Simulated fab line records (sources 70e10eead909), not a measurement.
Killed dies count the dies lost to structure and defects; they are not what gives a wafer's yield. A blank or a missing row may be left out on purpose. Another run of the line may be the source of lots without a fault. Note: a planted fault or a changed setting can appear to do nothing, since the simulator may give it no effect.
fab line records ; flow nand_harc
record: lots: 6; wafers: 18; last_day: 34
route steps=1302 shown P_GATE@157 END@1302
lots with no fault: from the same line, run without faults
start_h: start of the lot's first displayed wafer, in hours after the record's first day ; wait_h: hours elapsed since this lot's preceding step ; " identical to the entry in the row above ; L1.1+2: one row covering several wafers at once ; - no value present, or no start provided ; * or withheld: withheld ; < > ~ a bound
route shown NAME@n: names a module that has steps shown in the file, with the first one's number in the route ; usual: mean/standard deviation of fault-free wafers ; same: alike in all rows ; chamber/n: place in a boat ; sites: readings site by site ; _std_site: their standard deviation ; _edge_site: inner sites' mean taken away from outer sites' mean ; radius_mm: for every site, how far away it sits from the centre of the wafer ; mask NAME#n: copy n ; behind: the most recent tool/chamber to have shaped the wafer ; hold: why the lot went on hold/how many hours it stayed there/how the hold came to an end ; device: transistor that didn't switch, given as n, p or np ; end of line: the same wafers' tests at the end of the route ; for a step that has no rows: nothing shown but its recipe ; killed: at the first sort, the dies lost to defects and structure; wafer yield is something else ; map: a wafer's dies, marking killed ones x, the rest . and places with no die _
set.NAME: the setting that was run; set.NAME@STEP: the one run at that earlier step ; model.NAME: the simulator's own value behind a step, which no gauge read
certain route steps with their lots: each step a table, each wafer a row
services: when a tool's chamber went out of use (start_h, in hours from the record's first day, below 0 if earlier), for how many hours, and the reason
== steps ==
step: NHARC_P_GATE_STRIP_101
recipe: time_s: 20; o2_flow_sccm: 500; ar_flow_sccm: 0; bias_w: 0; chemistry: O2
step: NHARC_P_GATE_PRECLEAN_97
recipe: time_s: 600; temp_c: 120; chemistry: SPM
step: NHARC_P_GATE_SRD_98
step: NHARC_P_GATE_PRECLEAN_99
recipe: time_s: *; temp_c: 50; bath_age_min: 0; chemistry: SC1
step: NHARC_P_GATE_SRD_100
step: NHARC_P_GATE_DEHYDRATE_38
recipe: temp_c: 150; time_s: 120
step: NHARC_P_GATE_HMDS_39
recipe: time_s: 30
step: NHARC_P_GATE_COAT_40
recipe: spin_rpm: 3000
step: NHARC_P_GATE_SOFTBAKE_41
recipe: temp_c: 122; time_s: 95
step: NHARC_P_GATE_EBR_42
step: NHARC_P_GATE_EXPOSE_43
recipe: na: 0.6; target_cd_nm: 720; dose_mj: 14.81; mask_id: P_NSD
step: NHARC_P_GATE_PEB_44
recipe: peb_temp_c: 118; peb_time_s: 85
step: NHARC_P_GATE_DEVELOP_45
recipe: time_s: 70
usual: resist_line_temp_C: 23.00/0.091
lot.wafer;tool;chamber;start_h;wait_h;resist_line_temp_C
L105.2;litho_track-02;0;133;-;23.01
L105.5;litho_track-02;0;133;-;23.22
L105.6;litho_track-02;0;133;-;23.02
L109.3;litho_track-07;0;177;-;23.00
L109.4;litho_track-07;0;177;-;22.97
L109.6;litho_track-07;0;177;-;23.03
L113.2;litho_track-02;0;208;-;22.90
L113.4;litho_track-02;0;208;-;23.09
L113.6;litho_track-02;0;208;-;22.96
L116.2;litho_track-02;0;245;-;22.88
L116.4;litho_track-02;0;245;-;22.74
L116.6;litho_track-02;0;245;-;22.88
L123.2;litho_track-07;0;316;-;23.02
L123.5;litho_track-07;0;316;-;22.96
L123.6;litho_track-07;0;316;-;23.07
L125.1;litho_track-03;0;333;-;23.19
L125.4;litho_track-03;0;333;-;22.98
L125.6;litho_track-03;0;333;-;23.09
step: NHARC_P_GATE_HARDBAKE_47
recipe: temp_c: 125; time_s: 80
step: NHARC_P_GATE_DESCUM_48
recipe: time_s: 3; o2_flow_sccm: 200; ar_flow_sccm: 0; bias_power_w: 0; chemistry: O2
usual: chamber_pressure_mTorr: 60.00/0.054; drypump_motor_current_A: 5.6/0.34; oes_product_au: 0.994/0.0087; rf_vpp_V: 57.7/0.97; showerhead_plenum_p_Torr: 1.89/0.073; throttle_valve_pct: 11.310/0.0087
lot.wafer;tool;chamber;start_h;wait_h;chamber_pressure_mTorr;drypump_motor_current_A;oes_product_au;rf_hours_counter_h;rf_vpp_V;showerhead_plenum_p_Torr;throttle_valve_pct;model.P_GATE.cd_nm
L105.2;rie_diel-04;2;133.62;-;59.98;5.3;0.992;5;57.0;1.82;11.313;720
L105.6;rie_diel-04;2;133.62;-;60.10;5.3;0.987;-;57.4;1.82;11.310;721.9
L105.5;rie_diel-04;3;133.62;-;59.90;5.4;0.993;-;56.8;1.84;11.289;721.6
L109.3;rie_diel-09;0;177.56;-;59.99;5.8;0.991;1;58.8;1.98;11.301;720.2
L109.4;rie_diel-09;2;177.56;-;60.06;5.1;0.990;2;56.6;1.82;11.311;721.1
L109.6;rie_diel-09;1;177.56;-;60.05;4.8;0.981;-;57.5;1.81;11.308;722.6
L113.4;rie_diel-04;3;209.07;-;60.10;5.5;0.991;1;57.2;1.84;11.314;120.2
L113.2;rie_diel-04;0;209.07;-;59.95;5.8;0.999;1;57.4;2.01;11.313;125.8
L113.6;rie_diel-04;2;209.07;-;59.94;5.3;1.004;-;57.8;1.82;11.297;120.9
L116.4;rie_diel-03;3;245.74;-;59.96;6.1;0.978;8;57.5;1.81;11.311;120.5
L116.2;rie_diel-03;2;245.74;-;60.05;5.9;0.995;7;57.6;1.94;11.296;117
L116.6;rie_diel-03;0;245.74;-;59.98;5.5;0.987;-;58.2;1.95;11.311;121.7
L123.2;rie_diel-09;3;316.82;-;60.08;5.7;1.011;10;56.5;1.87;11.311;722.4
L123.5;rie_diel-09;2;316.82;-;59.91;5.1;0.995;-;57.1;1.82;11.305;721.6
L123.6;rie_diel-09;3;316.82;-;60.08;5.7;0.995;-;58.3;1.87;11.314;723.5
L125.4;rie_diel-03;3;333.80;-;59.95;6.2;0.987;2;55.0;1.81;11.312;717.3
L125.1;rie_diel-03;0;333.80;-;60.03;5.5;0.997;2;58.6;1.95;11.326;722
L125.6;rie_diel-03;3;333.80;-;60.00;6.1;0.993;-;58.8;1.81;11.313;718
step: NHARC_P_GATE_IMPLANT_49
recipe: energy_kev: 30; dose_cm2: 3e+15; tilt_deg: 7
step: NHARC_P_GATE_STRIP_111
recipe: power_w: 1500; temp_c: 110; time_s: 250; chemistry: N2/H2
usual: drypump_motor_current_A: 5.74/0.15; heater_power_w: 89/4.5
lot.wafer;tool;chamber;start_h;wait_h;drypump_motor_current_A;heater_power_w;rf_hours_counter_h
L105.2;plasma_asher-01;1;134.04;0.2;5.60;92;28
L105.6;plasma_asher-01;0;134.04;0.2;5.82;87;-
L105.5;plasma_asher-01;1;134.04;0.2;5.60;90;-
L109.4;plasma_asher-01;0;178.02;0.2;5.83;87;-
L109.3;plasma_asher-01;1;178.02;0.2;5.56;95;-
L109.6;plasma_asher-01;0;178.02;0.2;5.85;87;-
L113.2;plasma_asher-01;1;209.42;0.2;5.58;95;8
L113.4;plasma_asher-01;0;209.42;0.2;5.82;87;-
L113.6;plasma_asher-01;1;209.42;0.2;5.57;95;-
L116.2;plasma_asher-01;0;246.16;0.2;5.83;90;14
L116.4;plasma_asher-01;0;246.16;0.2;5.83;86;-
L116.6;plasma_asher-01;1;246.16;0.2;5.58;95;-
L123.2;plasma_asher-02;1;317.18;0.2;6.05;87;10
L123.6;plasma_asher-02;1;317.18;0.2;5.98;89;-
L123.5;plasma_asher-02;0;317.18;0.2;5.68;80;-
L125.1;plasma_asher-02;0;334.17;0.2;5.67;80;15
L125.4;plasma_asher-02;1;334.17;0.2;5.95;88;-
L125.6;plasma_asher-02;0;334.17;0.2;5.69;80;-
step: NHARC_P_GATE_STRIP_75
recipe: power_w: 1500; temp_c: 250; chemistry: O2
usual: drypump_motor_current_A: 5.74/0.15; heater_power_w: 333/16
lot.wafer;tool;chamber;start_h;wait_h;drypump_motor_current_A;heater_power_w;rf_hours_counter_h
L105.2;plasma_asher-01;1;134.30;0.2;5.60;352;29
L105.6;plasma_asher-01;0;134.30;0.2;5.83;327;-
L105.5;plasma_asher-01;1;134.30;0.2;5.56;344;-
L109.4;plasma_asher-01;0;178.24;0.2;5.82;319;-
L109.3;plasma_asher-01;1;178.24;0.2;5.58;358;-
L109.6;plasma_asher-01;0;178.24;0.2;5.83;333;-
L113.2;plasma_asher-01;1;209.73;0.3;5.58;348;8
L113.4;plasma_asher-01;0;209.73;0.3;5.83;322;-
L113.6;plasma_asher-01;1;209.73;0.3;5.53;343;-
L116.2;plasma_asher-01;0;246.46;0.3;5.86;326;15
L116.4;plasma_asher-01;0;246.46;0.3;5.85;332;-
L116.6;plasma_asher-01;1;246.46;0.3;5.59;364;-
L123.2;plasma_asher-02;1;317.48;0.3;5.93;332;11
L123.6;plasma_asher-02;1;317.48;0.3;5.93;330;-
L123.5;plasma_asher-02;0;317.48;0.3;5.68;303;-
L125.1;plasma_asher-02;0;334.46;0.2;5.67;295;15
L125.4;plasma_asher-02;1;334.46;0.2;5.98;336;-
L125.6;plasma_asher-02;0;334.46;0.2;5.67;304;-
step: NHARC_P_GATE_STRIP_50
recipe: time_s: 900; temp_c: 130; chemistry: SPM
step: NHARC_P_GATE_DEHYDRATE_51
recipe: temp_c: 150; time_s: 120
step: NHARC_P_GATE_HMDS_52
recipe: time_s: 30
step: NHARC_P_GATE_COAT_53
recipe: spin_rpm: 3000
step: NHARC_P_GATE_SOFTBAKE_54
recipe: temp_c: 122; time_s: 95
step: NHARC_P_GATE_EBR_55
step: NHARC_P_GATE_EXPOSE_56
recipe: na: 0.6; target_cd_nm: 720; dose_mj: 14.81; mask_id: P_PSD
step: NHARC_P_GATE_PEB_57
recipe: peb_temp_c: 118; peb_time_s: 85
step: NHARC_P_GATE_DEVELOP_58
recipe: time_s: 70
step: NHARC_P_GATE_HARDBAKE_60
recipe: temp_c: 125; time_s: 80
step: NHARC_P_GATE_DESCUM_61
recipe: time_s: 3; o2_flow_sccm: 200; ar_flow_sccm: 0; bias_power_w: 0; chemistry: O2
usual: chamber_pressure_mTorr: 60.00/0.05; drypump_motor_current_A: 5.6/0.37; oes_product_au: 0.995/0.0099; rf_vpp_V: 57.7/0.92; showerhead_plenum_p_Torr: 1.89/0.071; throttle_valve_pct: 11.311/0.0086
lot.wafer;tool;chamber;start_h;wait_h;chamber_pressure_mTorr;drypump_motor_current_A;oes_product_au;rf_hours_counter_h;rf_vpp_V;showerhead_plenum_p_Torr;throttle_valve_pct
L105.2;rie_diel-03;3;135.39;-;59.96;6.1;1.002;0;56.8;1.82;11.316
L105.5;rie_diel-03;2;135.39;-;59.91;6.0;1.003;-;57.9;1.94;11.311
L105.6;rie_diel-03;3;135.39;-;60.06;6.1;1.002;-;57.5;1.82;11.307
L109.3;rie_diel-09;3;179.34;-;59.98;5.7;0.991;1;56.9;1.87;11.325
L109.4;rie_diel-09;0;179.34;-;59.99;5.9;0.980;1;57.5;1.98;11.300
L109.6;rie_diel-09;1;179.34;-;60.08;4.8;0.986;-;56.9;1.81;11.301
L113.4;rie_diel-03;0;210.70;-;59.99;5.4;0.992;6;58.2;1.95;11.315
L113.2;rie_diel-03;2;210.70;-;60.06;6.0;1.001;4;57.2;1.94;11.310
L113.6;rie_diel-03;0;210.70;-;60.02;5.4;0.978;-;59.5;1.95;11.330
L116.2;rie_diel-03;0;247.46;-;59.96;5.5;0.979;9;59.0;1.95;11.300
L116.4;rie_diel-03;1;247.46;-;59.94;6.1;0.981;6;57.0;1.92;11.309
L116.6;rie_diel-03;3;247.46;-;59.99;6.1;0.992;-;57.5;1.81;11.314
L123.2;rie_diel-04;1;318.45;-;60.02;5.5;0.993;6;58.4;1.81;11.298
L123.6;rie_diel-04;0;318.45;-;60.02;5.8;1.011;-;58.1;2.01;11.306
L123.5;rie_diel-04;1;318.45;-;60.03;5.5;0.992;-;56.8;1.81;11.316
L125.1;rie_diel-09;0;335.62;-;59.96;5.8;1.000;0;58.2;1.98;11.321
L125.4;rie_diel-09;1;335.62;-;59.94;4.8;1.009;0;57.1;1.81;11.318
L125.6;rie_diel-09;2;335.62;-;60.03;5.1;1.012;-;56.6;1.82;11.325
step: NHARC_P_GATE_IMPLANT_62
recipe: energy_kev: 20; dose_cm2: 3e+15; tilt_deg: 7
step: NHARC_P_GATE_STRIP_112
recipe: power_w: 1500; temp_c: 110; time_s: 200; chemistry: N2/H2
usual: drypump_motor_current_A: 5.76/0.15; heater_power_w: 89/4.5
lot.wafer;tool;chamber;start_h;wait_h;drypump_motor_current_A;heater_power_w;rf_hours_counter_h
L105.2;plasma_asher-02;0;135.75;0.2;5.67;87;10
L105.5;plasma_asher-02;0;135.75;0.2;5.67;85;-
L105.6;plasma_asher-02;1;135.75;0.2;6.00;92;-
L109.3;plasma_asher-01;0;179.77;0.2;5.81;85;-
L109.4;plasma_asher-01;1;179.77;0.2;5.59;97;-
L109.6;plasma_asher-01;1;179.77;0.2;5.60;95;-
L113.2;plasma_asher-01;1;211.13;0.2;5.56;95;8
L113.4;plasma_asher-01;1;211.13;0.2;5.58;97;-
L113.6;plasma_asher-01;0;211.13;0.2;5.83;88;-
L116.2;plasma_asher-02;0;247.80;0.2;5.68;87;36
L116.4;plasma_asher-02;0;247.80;0.2;5.67;87;-
L116.6;plasma_asher-02;1;247.80;0.2;5.96;91;-
L123.2;plasma_asher-01;0;318.85;0.2;5.82;88;30
L123.6;plasma_asher-01;1;318.85;0.2;5.54;95;-
L123.5;plasma_asher-01;0;318.85;0.2;5.82;88;-
L125.1;plasma_asher-02;0;336.00;0.2;5.68;82;15
L125.4;plasma_asher-02;0;336.00;0.2;5.68;82;-
L125.6;plasma_asher-02;1;336.00;0.2;5.95;89;-
step: NHARC_P_GATE_STRIP_76
recipe: power_w: 1500; temp_c: 250; chemistry: O2
usual: drypump_motor_current_A: 5.76/0.15; heater_power_w: 333/17
lot.wafer;tool;chamber;start_h;wait_h;drypump_motor_current_A;heater_power_w;rf_hours_counter_h
L105.2;plasma_asher-02;0;136.01;0.2;5.66;325;10
L105.5;plasma_asher-02;0;136.01;0.2;5.66;320;-
L105.6;plasma_asher-02;1;136.01;0.2;5.97;334;-
L109.3;plasma_asher-01;0;179.97;0.2;5.84;324;-
L109.4;plasma_asher-01;1;179.97;0.2;5.59;355;-
L109.6;plasma_asher-01;1;179.97;0.2;5.56;355;-
L113.2;plasma_asher-01;1;211.36;0.2;5.57;356;8
L113.4;plasma_asher-01;1;211.36;0.2;5.56;361;-
L113.6;plasma_asher-01;0;211.36;0.2;5.83;330;-
L116.2;plasma_asher-02;0;248.06;0.2;5.67;324;36
L116.4;plasma_asher-02;0;248.06;0.2;5.66;321;-
L116.6;plasma_asher-02;1;248.06;0.2;6.01;332;-
L123.2;plasma_asher-01;0;319.08;0.2;5.83;327;31
L123.6;plasma_asher-01;1;319.08;0.2;5.57;355;-
L123.5;plasma_asher-01;0;319.08;0.2;5.81;339;-
L125.1;plasma_asher-02;0;336.23;0.2;5.67;305;16
L125.4;plasma_asher-02;0;336.23;0.2;5.70;304;-
L125.6;plasma_asher-02;1;336.23;0.2;5.95;334;-
step: NHARC_P_GATE_STRIP_63
recipe: time_s: 900; temp_c: 130; chemistry: SPM
step: NHARC_P_GATE_DEHYDRATE_83
recipe: temp_c: 150; time_s: 120
step: NHARC_P_GATE_HMDS_84
recipe: time_s: 30
step: NHARC_P_GATE_COAT_85
recipe: spin_rpm: 3000
step: NHARC_P_GATE_SOFTBAKE_86
recipe: temp_c: 122; time_s: 95
step: NHARC_P_GATE_EBR_87
step: NHARC_P_GATE_EXPOSE_88
recipe: na: 0.6; target_cd_nm: 2000; dose_mj: 11.87; mask_id: P_HVN
step: NHARC_P_GATE_PEB_89
recipe: peb_temp_c: 118; peb_time_s: 85
step: NHARC_P_GATE_DESCUM_93
recipe: time_s: 3; o2_flow_sccm: 200; ar_flow_sccm: 0; bias_power_w: 0; chemistry: O2
usual: chamber_pressure_mTorr: 60.00/0.054; drypump_motor_current_A: 5.6/0.32; oes_product_au: 0.993/0.009; rf_vpp_V: 57.8/0.76; showerhead_plenum_p_Torr: 1.88/0.074; throttle_valve_pct: 11.312/0.0085
lot.wafer;tool;chamber;start_h;wait_h;chamber_pressure_mTorr;drypump_motor_current_A;oes_product_au;rf_hours_counter_h;rf_vpp_V;showerhead_plenum_p_Torr;throttle_valve_pct;model.P_GATE.cd_nm
L105.2;rie_diel-03;1;137.11;-;59.98;6.1;0.997;0.3;58.1;1.92;11.316;2001
L105.5;rie_diel-03;0;137.11;-;59.99;5.4;0.983;-;58.5;1.95;11.306;2001
L105.6;rie_diel-03;1;137.11;-;59.90;6.1;0.984;-;57.3;1.92;11.309;2002
L109.4;rie_diel-03;0;180.92;-;60.05;5.4;0.998;4.5;57.6;1.95;11.315;2002
L109.3;rie_diel-03;1;180.92;-;60.07;6.0;0.994;3.5;58.6;1.92;11.309;1999
L109.6;rie_diel-03;0;180.92;-;60.01;5.4;1.000;-;58.0;1.95;11.325;2002
L113.2;rie_diel-09;0;212.44;-;60.08;5.8;0.988;3.4;58.0;1.98;11.325;125.8
L113.4;rie_diel-09;2;212.44;-;60.01;5.0;0.993;3.9;58.0;1.82;11.315;120.2
L113.6;rie_diel-09;3;212.44;-;60.05;5.7;0.988;-;58.8;1.87;11.305;120.9
L116.2;rie_diel-03;0;249.15;-;60.01;5.4;0.984;8.8;58.7;1.95;11.301;117
L116.4;rie_diel-03;1;249.15;-;59.96;6.1;0.989;5.8;59.2;1.92;11.304;120.5
L116.6;rie_diel-03;0;249.15;-;60.02;5.5;0.989;-;57.8;1.95;11.309;121.7
L123.2;rie_diel-04;3;320.18;-;59.92;5.4;0.997;6.8;57.6;1.84;11.317;1998
L123.6;rie_diel-04;0;320.18;-;60.01;5.8;1.007;-;57.4;2.01;11.292;2003
L123.5;rie_diel-04;1;320.18;-;60.01;5.6;0.992;-;56.9;1.81;11.320;1999
L125.1;rie_diel-03;1;337.30;-;60.09;6.0;0.985;2.1;57.2;1.92;11.304;2001
L125.4;rie_diel-03;3;337.30;-;60.01;6.2;1.006;2.0;57.0;1.81;11.325;2000
L125.6;rie_diel-03;1;337.30;-;60.06;6.1;0.988;-;58.8;1.92;11.327;2000
step: NHARC_END_SORT_01
recipe: temp_c: 25
usual: killed_at_array: 53/18; killed_at_other: 0.8/1.1; killed_at_periphery: 4.1/2.7; killed_dies: 58/18; killed_open: 3.1/1.7; killed_short: 2.7/1.7
same: gross_dies: 677
lot.wafer;tool;chamber;start_h;wait_h;killed_at_array;killed_at_other;killed_at_periphery;killed_dies;killed_open;killed_short
L113.2;prober-02;0;668.45;2.8;72;1;604;677;4;4
L113.4;prober-02;0;670.07;3.4;85;2;590;677;5;0
L113.6;prober-02;0;671.68;4.0;56;1;620;677;2;3
L116.2;prober-01;0;706.67;2.8;43;0;634;677;9;2
L116.4;prober-01;0;708.27;3.4;50;0;627;677;1;6
L116.6;prober-01;0;709.86;4.0;51;0;626;677;4;2
killed by level:class
L113.2 P_GATE:area_develop=601 A_CHANNEL_HOLE_D1:chamber_film_flake=35 A_SLIT:chamber_film_flake=21 A_CHANNEL_HOLE_D2:unspecified=3 A_STAIRCASE:chamber_film_flake=3 P_CONTACT:geometric_particle:short=2 A_CHANNEL_FILL_D1:chamber_film_flake=2 A_WL_FILL:chamber_film_flake=2
L113.4 P_GATE:area_develop=589 A_CHANNEL_HOLE_D1:chamber_film_flake=37 A_SLIT:chamber_film_flake=35 A_CONTACT:chamber_film_flake=3 A_STAIRCASE:chamber_film_flake=3 A_CHANNEL_FILL_D1:geometric_particle:open=2 A_CONTACT:geometric_particle:open=2 P_STI:chamber_film_flake=1
L113.6 P_GATE:area_develop=619 A_SLIT:chamber_film_flake=28 A_CHANNEL_HOLE_D1:chamber_film_flake=12 A_CHANNEL_FILL_D1:chamber_film_flake=4 A_CHANNEL_HOLE_D2:unspecified=4 A_CHANNEL_HOLE_D2:chamber_film_flake=2 P_CONTACT:geometric_particle:short=1 A_CHANNEL_FILL_D1:geometric_particle:short=1
L116.2 P_GATE:area_develop=632 A_SLIT:chamber_film_flake=21 A_CHANNEL_HOLE_D1:chamber_film_flake=7 A_M0:geometric_particle:open=4 A_STAIRCASE:chamber_film_flake=3 A_ONON_D2:geometric_particle:open=2 A_CONTACT:chamber_film_flake=2 P_CONTACT:geometric_particle:open=1
L116.4 P_GATE:area_develop=626 A_SLIT:chamber_film_flake=34 A_CHANNEL_HOLE_D1:chamber_film_flake=5 A_STAIRCASE:chamber_film_flake=3 A_CHANNEL_FILL_D2:geometric_particle:short=2 A_CONTACT:chamber_film_flake=2 P_GATE:geometric_particle:open=1 A_CHANNEL_FILL_D1:geometric_particle:short=1
L116.6 P_GATE:area_develop=624 A_SLIT:chamber_film_flake=27 A_CHANNEL_HOLE_D1:chamber_film_flake=8 A_BLC:chamber_film_flake=5 A_STAIRCASE:chamber_film_flake=3 A_WL_FILL:chamber_film_flake=2 P_CONTACT:geometric_particle:open=1 P_M1:geometric_particle:short=1
map L113.2 (x killed, . not)
____________x____________
_________xxxxxxx_________
_______xxxxxxxxxxx_______
______xxxxxxxxxxxxx______
_____xxxxxxxxxxxxxxx_____
____xxxxxxxxxxxxxxxxx____
____xxxxxxxxxxxxxxxxx____
___xxxxxxxxxxxxxxxxxxx___
___xxxxxxxxxxxxxxxxxxx___
__xxxxxxxxxxxxxxxxxxxxx__
__xxxxxxxxxxxxxxxxxxxxx__
_xxxxxxxxxxxxxxxxxxxxxxx_
_xxxxxxxxxxxxxxxxxxxxxxx_
_xxxxxxxxxxxxxxxxxxxxxxx_
_xxxxxxxxxxxxxxxxxxxxxxx_
_xxxxxxxxxxxxxxxxxxxxxxx_
xxxxxxxxxxxxxxxxxxxxxxxxx
xxxxxxxxxxxxxxxxxxxxxxxxx
xxxxxxxxxxxxxxxxxxxxxxxxx
xxxxxxxxxxxxxxxxxxxxxxxxx
xxxxxxxxxxxxxxxxxxxxxxxxx
_xxxxxxxxxxxxxxxxxxxxxxx_
_xxxxxxxxxxxxxxxxxxxxxxx_
_xxxxxxxxxxxxxxxxxxxxxxx_
_xxxxxxxxxxxxxxxxxxxxxxx_
_xxxxxxxxxxxxxxxxxxxxxxx_
__xxxxxxxxxxxxxxxxxxxxx__
__xxxxxxxxxxxxxxxxxxxxx__
___xxxxxxxxxxxxxxxxxxx___
___xxxxxxxxxxxxxxxxxxx___
____xxxxxxxxxxxxxxxxx____
____xxxxxxxxxxxxxxxxx____
_____xxxxxxxxxxxxxxx_____
______xxxxxxxxxxxxx______
_______xxxxxxxxxxx_______
_________xxxxxxx_________
____________x____________
map L116.2 (x killed, . not)
____________x____________
_________xxxxxxx_________
_______xxxxxxxxxxx_______
______xxxxxxxxxxxxx______
_____xxxxxxxxxxxxxxx_____
____xxxxxxxxxxxxxxxxx____
____xxxxxxxxxxxxxxxxx____
___xxxxxxxxxxxxxxxxxxx___
___xxxxxxxxxxxxxxxxxxx___
__xxxxxxxxxxxxxxxxxxxxx__
__xxxxxxxxxxxxxxxxxxxxx__
_xxxxxxxxxxxxxxxxxxxxxxx_
_xxxxxxxxxxxxxxxxxxxxxxx_
_xxxxxxxxxxxxxxxxxxxxxxx_
_xxxxxxxxxxxxxxxxxxxxxxx_
_xxxxxxxxxxxxxxxxxxxxxxx_
xxxxxxxxxxxxxxxxxxxxxxxxx
xxxxxxxxxxxxxxxxxxxxxxxxx
xxxxxxxxxxxxxxxxxxxxxxxxx
xxxxxxxxxxxxxxxxxxxxxxxxx
xxxxxxxxxxxxxxxxxxxxxxxxx
_xxxxxxxxxxxxxxxxxxxxxxx_
_xxxxxxxxxxxxxxxxxxxxxxx_
_xxxxxxxxxxxxxxxxxxxxxxx_
_xxxxxxxxxxxxxxxxxxxxxxx_
_xxxxxxxxxxxxxxxxxxxxxxx_
__xxxxxxxxxxxxxxxxxxxxx__
__xxxxxxxxxxxxxxxxxxxxx__
___xxxxxxxxxxxxxxxxxxx___
___xxxxxxxxxxxxxxxxxxx___
____xxxxxxxxxxxxxxxxx____
____xxxxxxxxxxxxxxxxx____
_____xxxxxxxxxxxxxxx_____
______xxxxxxxxxxxxx______
_______xxxxxxxxxxx_______
_________xxxxxxx_________
____________x____________
== services ==
tool;chamber;start_h;hours;kind
plasma_asher-01;-;138.15;11.9;repair
rie_diel-09;-;143.10;9.0;pm
plasma_asher-01;-;165.00;9.0;pm
plasma_asher-01;0;165.00;9.0;vent_cycle
plasma_asher-01;1;165.00;9.0;vent_cycle
rie_diel-03;2;169.32;2.0;repair
plasma_asher-01;0;174.00;-;clean
plasma_asher-01;1;174.00;-;clean
rie_diel-04;-;177.90;9.0;pm
plasma_asher-01;-;180.94;6.4;repair
rie_diel-09;1;192.97;4.6;repair
plasma_asher-01;-;211.91;1.6;repair
rie_diel-03;1;224.47;14.9;repair
litho_track-02;-;227.00;7.0;pm
plasma_asher-02;-;249.27;9.0;pm
plasma_asher-02;0;249.27;9.0;vent_cycle
litho_track-07;-;251.00;7.0;pm
rie_diel-04;3;261.93;4.8;repair
rie_diel-03;3;263.48;7.2;repair
plasma_asher-02;-;274.86;0.8;repair
litho_track-03;-;275.00;7.0;pm
rie_diel-03;-;281.30;9.0;pm
rie_diel-03;3;298.58;2.8;repair
rie_diel-09;-;320.10;9.0;pm
== key ==
first_sign: step: NHARC_END_SORT_01; reading: killed_at_periphery; direction: up; sigmas: 99+; usual: 4.1; struck: 616.8
effect: step: NHARC_END_SORT_01; reading: killed_dies; direction: up; sigmas: 34; usual: 58; struck: 677
model_effect: step: NHARC_P_GATE_DESCUM_48; value: P_GATE.cd_nm; without: 721.2; struck: 121
model_effect: step: NHARC_P_GATE_DESCUM_93; value: P_GATE.cd_nm; without: 1999; struck: 121
more_kills_born_at: NHARC_P_GATE_DEVELOP_45@litho_track-02: 3691
met_at NHARC_P_GATE_DEVELOP_45
struck_wafers L113.2,L113.4,L113.6,L116.2,L116.4,L116.6
later_rows_left_out L113.2,L113.4,L113.6,L116.2,L116.4,L116.6
tester_left_out L113,L116
onset_between 133 208
also_fits NHARC_P_GATE_STRIP_111:plasma_asher-01,NHARC_P_GATE_STRIP_75:plasma_asher-01,NHARC_P_GATE_DESCUM_61:rie_diel-03
fault: kind: process_parameter_drift; tool: litho_track-02; chamber: -; onset_h: 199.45; steps: NHARC_P_GATE_DEVELOP_45; channel: time_s; offset: *; shape: step; end_h: 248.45; acts_in: *; stated: *
tester_left_out: of these lots the tester's yield and bins aren't shown, on N5 and GAA mostly nor the transistor test; their killed dies are dies lost to structure and defects alone, not to doping, threshold or leakage, so they don't give the yield
later_rows_left_out: the simulator's readings of these wafers behind a module that went badly wrong aren't trusted and aren't shown, but for the sort
